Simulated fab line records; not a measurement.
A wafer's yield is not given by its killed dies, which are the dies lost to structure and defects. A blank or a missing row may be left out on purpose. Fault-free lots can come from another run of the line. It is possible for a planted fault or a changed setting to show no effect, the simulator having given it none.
A lot that was struck, set against a sound lot ; flow nand-harc ; 44 out of 1159 route steps
Sound: the wafers L689.3, L689.4, L689.6. Wafers L696.3, L696.4, L696.5 were the ones struck. At the end, the cause is stated.
Per side, at each step with rows, come the tool, then ch with its chambers, and then its first start. Under that, the readings that differ: sound wafers ; struck wafers ; difference of the means ; sigmas: that difference in standard deviations of wafers without a fault.
alike: readings with means less than 2 such deviations apart, plus words and numbers identical on both sides. not compared: withheld readings, readings lacking a value on some wafer, bounds such as >300 that could conceal the same value, and numbers that have no deviation in the record and whose values overlap.
The two part at a step that has a row with sigmas, a row that says differs or no value, or rows on one side only. Non-overlapping numbers with no deviation appear without sigmas and do not part them. A reading that every wafer of one side lacks parts them only if that side has two wafers or more.

NHARC_P_STI_OCD_MEAS_17:
  struck on ocd-01, day 4 19:15; sound on ocd-01, day 3 03:32
  alike: trench-depth-nm, trench-foot-cd-nm
then, 3 steps without rows for these wafers: NHARC_P_STI_STRIP_19 (strips in SPM, time 900 s); NHARC_P_STI_PRECLEAN_32 (cleans in SC1); NHARC_P_STI_SRD_23.
NHARC_P_STI_OCD_MEAS_43:
  struck on ocd-02, day 4 19:46; sound on ocd-02, day 3 04:02
  alike: trench-depth-nm, trench-foot-cd-nm
then, 3 steps without rows for these wafers: NHARC_P_STI_OXIDE_33 (material SiO2, target thk 10 nm, ox time 281 s); NHARC_P_STI_HDPCVD_20 (deposits SiO2); NHARC_P_STI_ANNEAL_34 (time 1800 s).
NHARC_P_STI_CMP_21: polishes, t overpolish 20 s, target thk 380.67 nm.
  sound on cmp-04 ch 0,2, day 3 21:43; struck on cmp-01 ch 2,3, day 5 15:31
  alike: motor-current-A, overpolish-run-s
then, 2 steps without rows for these wafers: NHARC_P_STI_SRD_35; NHARC_P_STI_ETCH_36 (etches SiO2 in dHF, target depth 38.8 nm).
NHARC_P_STI_STRIP_24: strips Si3N4 in H3PO4.
  sound on wet-bench-04 ch 0,4,6, day 3 22:02; struck on wet-bench-04 ch 0,1,2, day 5 15:49
  alike: bath-heat-duty-pct
then, 4 steps without rows for these wafers: NHARC_P_STI_ETCH_37 (etches SiO2 in dHF, target depth 11 nm); NHARC_P_STI_PRECLEAN_38 (cleans in SC1); NHARC_P_STI_SRD_39; NHARC_P_STI_OXIDE_40 (material SiO2, target thk 10 nm, ox time 1362 s).
NHARC_P_STI_INSPECT_25:
  struck on defect-inspect-02, day 5 22:55; sound on defect-inspect-01, day 4 06:06
reading;sound;struck;difference;sigmas
raw-defect-count;245 254 264;517 539 636;+310;+4
then, 12 steps without rows for these wafers: NHARC_P_GATE_ETCH_69 (etches SiO2 in dHF, target depth 14 nm); NHARC_P_GATE_PRECLEAN_70 (cleans in SC1); NHARC_P_GATE_SRD_01; NHARC_P_GATE_OXIDE_02 (material SiO2, target thk 37.5 nm, ox time 365 s); NHARC_P_GATE_DEHYDRATE_03 (time 120 s); NHARC_P_GATE_HMDS_04 (time 30 s); NHARC_P_GATE_COAT_05; NHARC_P_GATE_SOFTBAKE_06 (time 95 s); NHARC_P_GATE_EBR_07; NHARC_P_GATE_EXPOSE_08 (exposes mask P HV); NHARC_P_GATE_PEB_09 (peb time 85 s); NHARC_P_GATE_DEVELOP_10 (time 70 s).
NHARC_P_GATE_CD_MEAS_11: the cd target is 1640 nm.
  sound on cd-sem-01 ch 0, day 4 15:03; struck on cd-sem-02 ch 0, day 6 07:08
reading;sound;struck;difference;sigmas
cd-nm (nm);1640.3 1640.4 1640.4;1637.4 1637.9 1637.9;-2.6;-2
then, 1 step without rows for these wafers: NHARC_P_GATE_HARDBAKE_12 (time 80 s).
NHARC_P_GATE_DESCUM_13: chemistry O2, time 3 s.
  sound on rie-diel-12 ch 0,1,3, day 4 15:13; struck on rie-diel-04 ch 0,2, day 6 07:17
  alike: chamber-pressure-mTorr, drypump-motor-current-A, oes-product-au, rf-vpp-V, showerhead-plenum-p-Torr, throttle-valve-pct
  not compared: rf-hours-counter-h
then, 6 steps without rows for these wafers: NHARC_P_GATE_ETCH_14 (etches SiO2 in dHF, target depth 48.8 nm); NHARC_P_GATE_STRIP_15 (strips in SPM, time 780 s); NHARC_P_GATE_PRECLEAN_71 (cleans in SC1); NHARC_P_GATE_SRD_72; NHARC_P_GATE_OXIDE_16 (material SiO2, target thk 3 nm, ox time 392 s); NHARC_P_GATE_CVD_17 (deposits poly-Si, target thk 150 nm, time 900 s).
NHARC_P_GATE_HM_DEP_102: deposits aC, target thk 120 nm.
  sound on acl-dep-01 ch 0, day 5 03:25; struck on acl-dep-03 ch 0, day 6 19:32
  alike: throttle-valve-pct
NHARC_P_GATE_DEP_103: deposits SiON, target thk 30 nm.
  sound on pecvd-03 ch 1,2, day 5 03:55; struck on pecvd-01 ch 1,2, day 6 20:01
  alike: heater-power-w
  not compared: since-wet-clean-h
then, 1 step without rows for these wafers: NHARC_P_GATE_DEHYDRATE_18 (time 120 s).
NHARC_P_GATE_INSPECT_28:
  struck on defect-inspect-01, day 6 20:57; sound on defect-inspect-02, day 5 04:43
reading;sound;struck;difference;sigmas
raw-defect-count;7 4 4;398 391 380;+385;+99 or more
NHARC_P_GATE_INSPECT_68:
  struck on defect-inspect-01, day 7 18:23; sound on defect-inspect-02, day 5 23:32
reading;sound;struck;difference;sigmas
raw-defect-count;257 205 278;467 500 562;+263;+4
-- the record jumps here: 14 days lie between the struck wafers' starts before and after (it left off in module P_GATE and takes up again in module END, whose first step shown is number 1159 of the route) --
NHARC_END_SORT_01:
  only the struck wafers appear in the record here, on prober-02 ch 0 at day 21 10:42; the sound ones have no rows

WHERE THEY PART
Earliest at NHARC_P_STI_INSPECT_25; latest, in this record, at NHARC_END_SORT_01.

WHY: what had been put in by the simulator
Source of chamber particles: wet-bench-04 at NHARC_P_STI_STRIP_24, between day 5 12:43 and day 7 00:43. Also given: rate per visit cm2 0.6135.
